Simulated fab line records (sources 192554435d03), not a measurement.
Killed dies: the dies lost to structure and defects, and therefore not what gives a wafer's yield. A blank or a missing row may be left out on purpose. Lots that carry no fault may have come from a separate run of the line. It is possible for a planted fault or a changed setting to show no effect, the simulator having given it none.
fab line records -- flow n5-finfet
record: lots: 7, wafers: 21, last-day: 21
route steps=1938 shown BEOL_M11@1570 BEOL_M15@1830 PASSIVATION@1936
lots with no fault: from the same line, run without faults
start-h: the number of hours between the record's first day and the start of the first shown wafer of the lot -- wait-h: hours since the lot's step before -- " unchanged from the row above -- L1.1+2: several wafers, shown together as one row -- - value missing, or start not given -- * or withheld: withheld -- < > ~ a bound
route shown NAME@n: names a module that has steps shown in the file, with the first one's number in the route -- usual: mean and standard deviation over wafers with no fault -- same: alike in all rows -- chamber/n: place in a boat -- sites: the reading at each site -- _std_site: their standard deviation -- _edge_site: outer sites' mean less inner sites' -- radius-mm: how far each site lies from the wafer's centre -- mask NAME#n: copy n -- behind: the tool/chamber that last shaped the wafer -- hold: why the lot was held/for how many hours/how that ended -- device: transistor that didn't switch, given as n, p or np -- end of line: tests of these same wafers at the route's end -- a step with no rows: only its recipe -- killed: not the wafer's yield, but the dies lost to structure and defects at the first sort -- map: per-die view of a wafer (x killed, . not killed, _ where there is no die)
set.NAME: the setting as run; set.NAME@STEP: as run at that earlier step -- model.NAME: the simulator's own value behind a step, which no gauge read
the route's steps for a sample of lots (tables are steps, rows are wafers)
services: when a tool's chamber went out of use (start-h, in hours from the record's first day, below 0 if earlier), for how many hours, and the reason
== steps ==
step: N5_BEOL_M11_INSPECT_30
recipe: mode: adi, inspect-instrument: brightfield
usual: raw-defect-count: 393/80
lot.wafer,tool,chamber,start-h,wait-h,raw-defect-count
L550.1,defect-inspect-01,-,249.82,0.0,402
L550.3,defect-inspect-01,-,249.82,0.0,366
L550.5,defect-inspect-01,-,249.82,0.0,343
L556.3,defect-inspect-01,-,317.74,0.0,452
L556.4,defect-inspect-01,-,317.74,0.0,310
L556.5,defect-inspect-01,-,317.74,0.0,424
L566.3,defect-inspect-02,-,408.02,0.0,246
L566.5,defect-inspect-02,-,408.02,0.0,387
L566.6,defect-inspect-02,-,408.02,0.0,298
L563.2,defect-inspect-02,-,408.21,0.0,374
L563.4,defect-inspect-02,-,408.21,0.0,411
L563.6,defect-inspect-02,-,408.21,0.0,385
L573.3,defect-inspect-01,-,436.28,0.0,498
L573.4,defect-inspect-01,-,436.28,0.0,551
L573.5,defect-inspect-01,-,436.28,0.0,608
L570.1,defect-inspect-02,-,461.03,0.0,438
L570.5,defect-inspect-02,-,461.03,0.0,354
L570.6,defect-inspect-02,-,461.03,0.0,385
L565.1,defect-inspect-01,-,461.19,0.0,398
L565.2,defect-inspect-01,-,461.19,0.0,294
L565.3,defect-inspect-01,-,461.19,0.0,289
step: N5_BEOL_M11_ETCH_65
recipe: chemistry: CF4, target: SiARC, target-depth-a: 390, mask-material: CAR-ArF, time-s: 65, ion-energy-ev: 80, pressure-mtorr: 40, source-w: 545, bias-w: 36, Ar_flow_sccm: 100, cf4-flow-sccm: 100, ends: cleared
usual: drypump-motor-current-A: 5.9/0.36, etch-rf-on-time-s: 65.0/0.88, mfc-ar-sccm: 100.0/0.31, oes-product-au: 0.69/0.052, rf-vpp-V: 184.0/1.2, showerhead-plenum-p-Torr: 2.14/0.063, throttle-valve-pct: 15.59/0.19
lot.wafer,tool,chamber,start-h,wait-h,drypump-motor-current-A,etch-rf-on-time-s,mfc-ar-sccm,oes-product-au,rf-hours-counter-h,rf-vpp-V,showerhead-plenum-p-Torr,throttle-valve-pct
L550.1,rie-diel-03,2,249.89,0.0,5.9,64.1,100.2,0.70,73,183.8,2.17,15.57
L550.3,rie-diel-03,0,249.89,0.0,6.0,65.1,100.0,0.73,59,184.6,2.09,15.69
L550.5,rie-diel-03,0,249.89,0.0,6.0,65.4,100.5,0.73,-,183.6,2.09,15.69
L556.3,rie-diel-03,3,317.83,0.0,6.2,64.4,100.3,0.66,136,182.6,2.06,15.51
L556.4,rie-diel-03,2,317.83,0.0,5.9,64.1,100.2,0.67,-,184.3,2.16,15.62
L556.5,rie-diel-03,0,317.83,0.0,6.0,64.0,100.1,0.71,-,182.4,2.08,15.73
L566.3,rie-diel-01,1,408.09,0.0,5.6,65.7,100.0,0.75,37,184.8,2.26,15.51
L566.5,rie-diel-01,2,408.09,0.0,5.7,65.6,100.0,0.66,-,184.0,2.15,15.91
L566.6,rie-diel-01,1,408.09,0.0,5.6,65.3,100.2,0.75,-,185.7,2.26,15.53
L563.2,rie-diel-06,3,408.28,0.0,5.8,63.8,99.8,0.78,19,186.0,2.27,15.09
L563.4,rie-diel-06,2,408.28,0.0,5.5,64.5,100.0,0.65,161,184.7,2.14,15.62
L563.6,rie-diel-06,1,408.28,0.0,6.3,63.5,99.8,0.74,-,181.5,2.10,15.69
L573.3,rie-diel-01,3,436.35,0.0,6.1,63.9,100.3,0.69,95,185.9,2.16,15.51
L573.4,rie-diel-01,2,436.35,0.0,5.7,66.3,100.5,0.64,136,183.3,2.15,15.90
L573.5,rie-diel-01,2,436.35,0.0,5.7,66.2,100.1,0.64,-,184.3,2.15,15.91
L570.1,rie-diel-03,2,461.09,0.0,5.9,65.3,99.7,0.65,126,185.1,2.15,15.67
L570.5,rie-diel-03,2,461.09,0.0,5.9,65.3,99.6,0.65,-,183.8,2.15,15.69
L570.6,rie-diel-03,1,461.09,0.0,5.2,66.4,99.8,0.76,-,184.7,2.18,15.14
L565.1,rie-diel-06,0,461.61,0.0,6.5,66.5,100.0,0.60,212,185.3,2.20,15.70
L565.2,rie-diel-06,1,461.61,0.0,6.3,65.1,100.6,0.72,74,184.0,2.09,15.71
L565.3,rie-diel-06,2,461.61,0.0,5.5,65.8,99.8,0.63,176,183.5,2.14,15.65
step: N5_BEOL_M11_ALD_74
recipe: material: TaN, target-thk-a: 20, temp-c: 275, ald-precursor-family: PDMAT, ald-co-reactant: NH3, pressure-torr: 3, carrier-flow-sccm: 1500, pulse-time-s: 2, purge-time-s: 3, co-reactant-purge-time-s: 2, co-reactant-pulse-time-s: 3, ald-cycles: 40, precursor-vessel-temp-c: 75, precursor-vessel-pressure-torr: 26.25, precursor-vessel-carrier-sccm: 1000
usual: ald-cycles: 40/0, heater-power-w: 401/49, precursor-vessel-temp-c: 74.98/0.12
lot.wafer,tool,chamber,start-h,wait-h,ald-cycles,heater-power-w,precursor-vessel-temp-c,since-wet-clean-h
L550.1,ald-metal-03,2,251.00,0.0,40,432,75.02,4529
L550.3,ald-metal-03,1,251.00,0.0,40,322,74.98,4529
L550.5,ald-metal-03,1,251.00,0.0,40,334,74.99,-
L556.3,ald-metal-03,2,318.97,0.0,40,419,75.01,4597
L556.4,ald-metal-03,0,318.97,0.0,40,369,75.03,-
L556.5,ald-metal-03,2,318.97,0.0,40,430,75.12,-
L566.3,ald-metal-03,0,409.44,0.1,70,368,74.94,4688
L566.5,ald-metal-03,2,409.44,0.1,70,416,74.99,-
L566.6,ald-metal-03,1,409.44,0.1,70,331,75.11,-
L563.2,ald-metal-03,3,409.70,0.1,70,428,74.97,4688
L563.4,ald-metal-03,0,409.70,0.1,70,368,74.89,4688
L563.6,ald-metal-03,2,409.70,0.1,70,425,75.01,-
L573.3,ald-metal-01,0,438.10,0.0,40,332,75.06,87
L573.4,ald-metal-01,2,438.10,0.0,40,404,74.96,87
L573.5,ald-metal-01,3,438.10,0.0,40,326,74.77,-
L570.1,ald-metal-02,2,462.86,0.2,40,475,74.95,1664
L570.5,ald-metal-02,2,462.86,0.2,40,470,75.10,-
L570.6,ald-metal-02,3,462.86,0.2,40,457,74.99,-
L565.1,ald-metal-02,2,463.48,0.0,40,467,74.96,1665
L565.2,ald-metal-02,1,463.48,0.0,40,484,74.98,1665
L565.3,ald-metal-02,3,463.48,0.0,40,452,74.81,1665
step: N5_BEOL_M11_SPUTTER_48
recipe: material: Cu, target-thk-a: 120, temp-c: -20, bias-v: 60, power-w: 26000, chamber-pressure-pa: 0.13, time-s: 2
usual: throttle-valve-pct: 29.4/0.97
lot.wafer,tool,chamber,start-h,wait-h,throttle-valve-pct
L550.1,pvd-sputter-01,-,251.48,0.1,29.9
L550.3,pvd-sputter-01,-,251.48,0.1,29.5
L550.5,pvd-sputter-01,-,251.48,0.1,28.6
L556.3,pvd-sputter-01,-,321.08,1.5,31.4
L556.4,pvd-sputter-01,-,321.08,1.5,29.5
L556.5,pvd-sputter-01,-,321.08,1.5,30.1
L566.3,pvd-sputter-03,-,410.05,0.1,29.1
L566.5,pvd-sputter-03,-,410.05,0.1,29.1
L566.6,pvd-sputter-03,-,410.05,0.1,28.4
L563.2,pvd-sputter-03,-,410.28,0.1,29.5
L563.4,pvd-sputter-03,-,410.28,0.1,28.7
L563.6,pvd-sputter-03,-,410.28,0.1,29.1
L573.3,pvd-sputter-02,-,438.63,0.1,30.8
L573.4,pvd-sputter-02,-,438.63,0.1,30.1
L573.5,pvd-sputter-02,-,438.63,0.1,30.0
L570.1,pvd-sputter-03,-,463.54,0.1,28.7
L570.5,pvd-sputter-03,-,463.54,0.1,28.5
L570.6,pvd-sputter-03,-,463.54,0.1,29.2
L565.1,pvd-sputter-02,-,464.22,0.1,30.1
L565.2,pvd-sputter-02,-,464.22,0.1,28.7
L565.3,pvd-sputter-02,-,464.22,0.1,28.4
step: N5_BEOL_M11_CMP_52
recipe: stop-on: SiCOH_lowk, t-overpolish-s: 7, down-force-psi: 1, platen-rpm: 50, clearing-platen-down-force-psi: 1.5, clearing-platen-rpm: 50, post-cmp-clean: cu-alkaline, target-thk-nm: 140, clearing-platen-pad-velocity-m-s: 0.99484, pad-velocity-m-s: 0.99484
usual: barrier-field-endpoint-s: 28.9/0.61, motor-current-A: 6.0/0.64, pad-life-wafers: 1183/580
lot.wafer,tool,chamber,start-h,wait-h,barrier-field-endpoint-s,motor-current-A,pad-life-wafers
L550.1,cmp-02,2,252.00,0.3,29.9,6.8,1836
L550.3,cmp-02,1,252.00,0.3,29.6,6.3,1839
L550.5,cmp-02,2,252.00,0.3,29.6,6.9,-
L556.4,cmp-03,3,321.70,0.1,28.8,6.6,30
L556.3,cmp-03,1,321.70,0.1,28.3,5.9,32
L556.5,cmp-03,0,321.70,0.1,29.0,5.8,-
L566.3,cmp-03,3,411.59,0.3,30.8,6.5,602
L566.6,cmp-03,1,411.59,0.3,31.6,6.4,-
L566.5,cmp-03,2,411.59,0.3,31.3,5.7,-
L563.4,cmp-03,3,411.74,0.3,31.1,6.2,606
L563.2,cmp-03,0,411.74,0.3,31.1,5.6,607
L563.6,cmp-03,3,411.74,0.3,31.4,6.2,-
L573.4,cmp-03,2,439.17,0.1,29.7,5.5,876
L573.3,cmp-03,3,439.17,0.1,29.7,6.4,877
L573.5,cmp-03,3,439.17,0.1,29.4,6.6,-
L570.1,cmp-01,3,464.11,0.3,29.1,6.7,175
L570.5,cmp-01,2,464.11,0.3,28.9,7.2,-
L570.6,cmp-01,3,464.11,0.3,29.9,7.0,-
L565.1,cmp-02,0,464.77,0.3,28.7,5.9,1266
L565.2,cmp-02,1,464.77,0.3,28.8,6.3,1267
L565.3,cmp-02,3,464.77,0.3,28.1,5.0,1269
step: N5_BEOL_M15_RC_MEAS_101
usual: etest-temp-c: 25.01/0.1, COMB_M10: 1.6e-11/3.1e-12, COMB_M11: 1.51e-11/2.9e-12, COMB_M12: 7.3e-12/1.4e-12, COMB_M12_max_site: 9.9e-12/2.1e-12, COMB_M13: 5.6e-12/1e-12, COMB_M14: 4.4e-12/7.7e-13, COMB_M15: 3.2e-12/5.3e-13, COMB_M15_max_site: 4.3e-12/7.7e-13, COMB_M5: 3.8e-11/7e-12, COMB_M6: 2.7e-11/4.8e-12, COMB_M7: 2.6e-11/5.5e-12, COMB_M8: 2.6e-11/4.4e-12, COMB_M9: 1.55e-11/2.9e-12, SERP_M10: 3.08/0.069, SERP_M11: 3.08/0.068, SERP_M11_max_site: 3.18/0.077, SERP_M12: 0.636/0.014, SERP_M13: 0.306/0.0057, SERP_M14: 0.161/0.0031, SERP_M5: 38.3/1, SERP_M6: 13.7/0.48, SERP_M7: 13.8/0.42, SERP_M8: 13.9/0.57, SERP_M8_max_site: 14.4/0.59, SERP_M9: 3.06/0.076
lot.wafer,tool,chamber,start-h,wait-h,etest-temp-c,COMB_M10[S/m],COMB_M11[S/m],COMB_M12[S/m],COMB_M12_max_site[S/m],COMB_M13[S/m],COMB_M14[S/m],COMB_M15[S/m],COMB_M15_max_site[S/m],COMB_M5[S/m],COMB_M6[S/m],COMB_M7[S/m],COMB_M8[S/m],COMB_M9[S/m],SERP_M10[ohm/um],SERP_M11[ohm/um],SERP_M11_max_site[ohm/um],SERP_M12[ohm/um],SERP_M13[ohm/um],SERP_M14[ohm/um],SERP_M5[ohm/um],SERP_M6[ohm/um],SERP_M7[ohm/um],SERP_M8[ohm/um],SERP_M8_max_site[ohm/um],SERP_M9[ohm/um]
L550.1,prober-01,0,279.43,0.0,24.94,1e-11,1.54e-11,6.9e-12,9.5e-12,7.2e-12,4.3e-12,2.4e-12,3.6e-12,3e-11,3.2e-11,3.2e-11,2.3e-11,1.72e-11,3.17,3.01,3.13,0.636,0.306,0.168,37.0,13.8,13.4,13.7,14.3,3.01
L550.3,prober-01,0,279.43,0.0,24.86,1e-11,1.65e-11,8e-12,1.19e-11,6.6e-12,3.6e-12,2.6e-12,3.6e-12,4.1e-11,3.2e-11,2.5e-11,2.3e-11,1.22e-11,3.20,2.99,3.12,0.636,0.302,0.164,37.5,14.1,14.2,13.5,13.9,2.90
L550.5,prober-01,0,279.43,0.0,24.92,1.4e-11,1.71e-11,8.3e-12,1.26e-11,6.7e-12,3.7e-12,2.4e-12,3.3e-12,3.5e-11,2.3e-11,2.7e-11,2.2e-11,1.37e-11,3.17,3.06,3.24,0.641,0.310,0.160,37.2,13.9,13.3,13.7,14.2,2.86
L556.3,prober-02,0,344.30,0.3,25.01,1.2e-11,1.15e-11,6e-12,8.1e-12,5e-12,5.2e-12,2.9e-12,3.4e-12,4e-11,1.9e-11,2.1e-11,2.7e-11,1.85e-11,3.13,3.07,3.14,0.628,0.307,0.152,36.8,14.4,14.5,14.1,14.8,3.13
L556.4,prober-02,0,344.30,0.3,25.16,1.7e-11,1.65e-11,6.1e-12,9e-12,5.4e-12,3.7e-12,3.8e-12,4.9e-12,3.7e-11,1.8e-11,2.6e-11,2.9e-11,1.97e-11,3.13,3.01,3.11,0.644,0.307,0.155,36.6,13.8,13.9,14.5,14.8,3.07
L556.5,prober-02,0,344.30,0.3,25.01,1.1e-11,1.78e-11,5.2e-12,6.9e-12,4.8e-12,3.7e-12,3e-12,4.5e-12,4.7e-11,2e-11,3.4e-11,2.5e-11,1.42e-11,3.18,3.03,3.15,0.638,0.305,0.160,39.6,14.1,14.1,14.2,15.0,3.08
L566.3,prober-02,0,436.64,0.3,24.86,1.8e-11,1.09e-11,6e-12,7.9e-12,6.1e-12,4.9e-12,3.4e-12,4.7e-12,3.3e-11,2.7e-11,2.3e-11,2.7e-11,1.84e-11,3.00,3.31,3.45,0.625,0.307,0.162,38.5,14.2,14.9,13.8,14.2,3.03
L566.5,prober-02,0,436.64,0.3,24.93,1.9e-11,1.54e-11,5.4e-12,6.4e-12,5.5e-12,4.4e-12,3.1e-12,4.3e-12,3.3e-11,2e-11,2.8e-11,1.9e-11,1.85e-11,3.06,3.29,3.40,0.648,0.308,0.160,36.0,14.1,14.8,13.1,13.5,3.03
L566.6,prober-02,0,436.64,0.3,25.10,1.9e-11,1.94e-11,6.5e-12,9.1e-12,6.1e-12,4.4e-12,3.2e-12,4.4e-12,2.5e-11,2.5e-11,2.8e-11,3e-11,1.65e-11,2.98,3.25,3.49,0.632,0.308,0.163,38.0,13.9,14.6,13.7,14.0,3.05
L563.2,prober-01,0,442.51,0.2,25.02,1.9e-11,1.66e-11,5.7e-12,7.6e-12,4.9e-12,4.5e-12,3.6e-12,4.5e-12,4.4e-11,1.9e-11,2.1e-11,2.7e-11,1.62e-11,3.18,3.22,3.30,0.635,0.300,0.157,38.0,13.7,13.4,14.1,15.0,3.02
L563.4,prober-01,0,442.51,0.2,25.03,1.7e-11,1.33e-11,6.3e-12,8.7e-12,3.8e-12,5.1e-12,3.1e-12,5.9e-12,3.9e-11,2.3e-11,1.6e-11,2.9e-11,1.3e-11,3.08,3.25,3.35,0.649,0.307,0.157,37.4,13.5,13.5,13.9,15.0,3.02
L563.6,prober-01,0,442.51,0.2,25.03,1.4e-11,2.09e-11,9.6e-12,1.47e-11,5.5e-12,5e-12,2.8e-12,3.4e-12,3.1e-11,3.1e-11,1.8e-11,2.6e-11,1.56e-11,3.07,3.24,3.39,0.646,0.307,0.162,36.5,13.0,13.3,13.8,14.7,3.11
L573.3,prober-01,0,468.84,1.0,25.01,1.4e-11,1.52e-11,5.8e-12,7.1e-12,5.5e-12,3.9e-12,2.8e-12,4.5e-12,2.4e-11,2.4e-11,2.9e-11,2.8e-11,1.27e-11,3.15,3.00,3.05,0.638,0.310,0.161,37.4,12.7,13.8,14.3,14.9,3.03
L573.4,prober-01,0,468.84,1.0,25.08,9e-12,1.39e-11,8.5e-12,1.04e-11,5.6e-12,3.7e-12,2.9e-12,5.4e-12,4.8e-11,2.1e-11,3.8e-11,2.9e-11,1.7e-11,3.07,3.00,3.04,0.619,0.303,0.163,38.3,13.4,14.1,14.4,14.9,3.09
L573.5,prober-01,0,468.84,1.0,25.05,1.2e-11,1.42e-11,8.8e-12,1.24e-11,4.7e-12,3.1e-12,4.1e-12,4.9e-12,2.9e-11,1.8e-11,2.9e-11,2.3e-11,1.55e-11,3.21,3.01,3.06,0.620,0.313,0.164,40.0,13.3,14.1,14.2,14.6,3.06
L565.1,prober-02,0,490.98,0.0,25.05,1.5e-11,1.36e-11,7.4e-12,1.37e-11,6.4e-12,4.1e-12,3.1e-12,4.2e-12,4.1e-11,3e-11,2.6e-11,2.7e-11,1.62e-11,3.08,3.15,3.20,0.611,0.313,0.160,39.0,14.6,14.6,14.1,14.7,3.09
L565.2,prober-02,0,490.98,0.0,25.06,1.4e-11,1.42e-11,6.8e-12,7.9e-12,5.2e-12,4.5e-12,3.3e-12,4.5e-12,3.1e-11,2.7e-11,2.1e-11,3.5e-11,1.4e-11,3.07,2.97,3.08,0.609,0.311,0.165,38.9,14.2,13.8,13.9,14.6,3.18
L565.3,prober-02,0,490.98,0.0,25.00,1.3e-11,1.22e-11,7.7e-12,8.3e-12,5e-12,4e-12,4.8e-12,6.1e-12,3.8e-11,2.7e-11,1.8e-11,3.3e-11,1.99e-11,3.20,3.22,3.29,0.608,0.307,0.163,39.1,13.5,14.5,14.6,15.1,3.11
L570.1,prober-01,0,494.58,0.0,24.80,1.8e-11,1.28e-11,5.3e-12,8.3e-12,6.4e-12,4.2e-12,3.1e-12,4e-12,3.7e-11,3e-11,2.9e-11,2.1e-11,1.66e-11,2.98,3.01,3.05,0.622,0.300,0.157,37.7,13.3,13.8,13.1,13.6,2.99
L570.5,prober-01,0,494.58,0.0,24.79,1.7e-11,1.19e-11,7.5e-12,9.5e-12,6.8e-12,4e-12,3.4e-12,4.5e-12,5.2e-11,2.6e-11,2.6e-11,2e-11,1.69e-11,3.08,2.99,3.06,0.634,0.300,0.162,38.2,13.9,13.9,12.9,13.6,3.02
L570.6,prober-01,0,494.58,0.0,24.78,1.9e-11,1.19e-11,6.5e-12,8.9e-12,5.4e-12,4.7e-12,3e-12,3.6e-12,2.9e-11,2.2e-11,2.1e-11,2.1e-11,1.34e-11,3.00,2.94,3.11,0.620,0.304,0.158,39.4,13.8,14.2,13.0,13.4,3.06
sites SERP_M11 radius-mm=0,75,75,75,75,140,140,140,140
L550.1 3.13 3.11 3.01 3.06 3.03 3.00 2.89 2.94 2.91
L556.3 3.07 3.01 3.11 3.07 3.06 3.06 3.13 3.03 3.14
L566.3 3.22 3.24 3.31 3.31 3.21 3.34 3.45 3.43 3.43
L563.2 3.27 3.30 3.25 3.19 3.29 3.16 3.22 3.15 3.22
L573.3 3.05 3.05 2.99 2.99 3.00 3.03 2.95 2.90 3.01
L565.1 3.06 3.15 3.07 3.20 3.12 3.20 3.19 3.17 3.14
L570.1 3.03 3.03 2.95 3.05 3.01 3.01 2.96 3.00 2.94
step: N5_PASSIVATION_PROBE_49
usual: defect-limited-yield: 91.4/1.2, killed_at_M0_to_M3: 34/10, killed_at_M4_up: 14/5.1, killed-at-contacts: 12/6.4, killed-at-front-end: 38/9.3, killed-at-other: 4/3, killed-dies: 102/15, killed-open: 67/12, killed-short: 33/6.9, sort_bin_5_function: 5.0/0.86, sort_bin_6_memory: 3.2/0.58, sort_bin_8_speed: 0.00/0.0099, sort-n-pass: 1078/15, sort-yield-pct: 91.4/1.2
same: gross-dies: 1180, killed-at-back-side: 0, sort_bin_4_leakage[%]: 0
lot.wafer,tool,chamber,start-h,wait-h,defect-limited-yield[%],killed_at_M0_to_M3,killed_at_M4_up,killed-at-contacts,killed-at-front-end,killed-at-other,killed-dies,killed-open,killed-short,sort_bin_5_function[%],sort_bin_6_memory[%],sort_bin_8_speed[%],sort-n-pass,sort-yield-pct[%]
L565.1,prober-01,-,505.24,0.0,92.9,18,12,7,43,4,84,53,28,3.6,3.0,0,1096,92.9
L565.2,prober-01,-,505.29,0.1,91.5,40,19,3,33,5,100,69,30,5.1,3.1,0,1080,91.5
L565.3,prober-01,-,505.34,0.1,90.9,42,23,4,37,1,107,70,37,6.4,2.5,0,1073,90.9
killed by level:class
L565.1 FIN_SAQP:geometric-particle:open=10 DUMMY_GATE:geometric-particle:open=5 MOL_CONTACT_COAG:geometric-particle:open=5 FIN_SAQP:geometric-particle:short=4 DUMMY_GATE:geometric-particle:short=4 BEOL_M0_SAQP:geometric-particle:short=4 STI_FIN_REVEAL:geometric-particle:open=3 BEOL_M0_SAQP:geometric-particle:open=3
L565.2 BEOL_M2:geometric-particle:open=9 BEOL_M0_SAQP:geometric-particle:open=8 BEOL_M0_SAQP:geometric-particle:short=8 STI_FIN_REVEAL:geometric-particle:open=7 DUMMY_GATE:geometric-particle:open=7 BEOL_M4:geometric-particle:open=7 BEOL_M1:geometric-particle:open=4 BEOL_M3:geometric-particle:open=4
L565.3 BEOL_M4:geometric-particle:open=11 BEOL_M0_SAQP:geometric-particle:short=10 BEOL_M0_SAQP:geometric-particle:open=9 BEOL_M2:geometric-particle:open=9 DUMMY_GATE:geometric-particle:open=8 STI_FIN_REVEAL:geometric-particle:open=7 STARTING-WAFER:geometric-particle:short=6 BEOL_M1:geometric-particle:open=5
== services ==
tool,chamber,start-h,hours,kind
cmp-02,-,230.85,4.1,repair
cmp-03,-,235.38,10.9,pm
ald-metal-02,0,238.24,9.6,repair
rie-diel-01,2,254.21,11.8,repair
cmp-03,-,255.03,0.4,repair
cmp-02,-,255.54,4.1,repair
rie-diel-06,3,270.58,2.7,repair
cmp-03,-,270.86,1.0,repair
pvd-sputter-03,-,273.75,1.9,repair
ald-metal-02,2,279.71,4.9,repair
cmp-02,-,291.63,4.0,pm
cmp-02,-,295.98,4.2,pm
cmp-03,-,303.08,2.8,repair
cmp-02,-,303.40,0.6,repair
cmp-03,-,313.46,4.0,pm
ald-metal-03,3,317.39,12.6,repair
cmp-03,-,336.82,3.6,repair
cmp-03,-,357.64,2.2,pm
ald-metal-03,0,357.69,4.9,repair
ald-metal-03,3,368.52,5.5,repair
pvd-sputter-03,-,368.86,6.0,repair
cmp-03,-,416.98,0.5,repair
ald-metal-03,2,434.81,25.9,repair
ald-metal-03,1,461.20,12.3,repair
== key ==
first-sign: step: N5_BEOL_M11_ALD_74, reading: ald-cycles, direction: up, sigmas: 99+, usual: *, struck: *
effect: step: N5_BEOL_M11_CMP_52, reading: barrier-field-endpoint-s, direction: up, sigmas: 3.8, usual: 28.9, struck: 31.2
effect: step: N5_BEOL_M15_RC_MEAS_101, reading: SERP_M11, direction: up, sigmas: 2.6, usual: 3.08, struck: 3.26
met-at N5_BEOL_M11_ALD_74
struck-lots L563,L566
not-acting-at N5_BEOL_M11_INSPECT_30,N5_BEOL_M11_ETCH_65,N5_BEOL_M11_SPUTTER_48
onset-between 318.97 409.44
fault: kind: process-parameter-drift, tool: ald-metal-03, chamber: -, onset-h: 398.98, steps: N5_BEOL_M11_ALD_74, channel: ald-cycles, offset: *, shape: step, end-h: 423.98, acts-in: *, stated: *
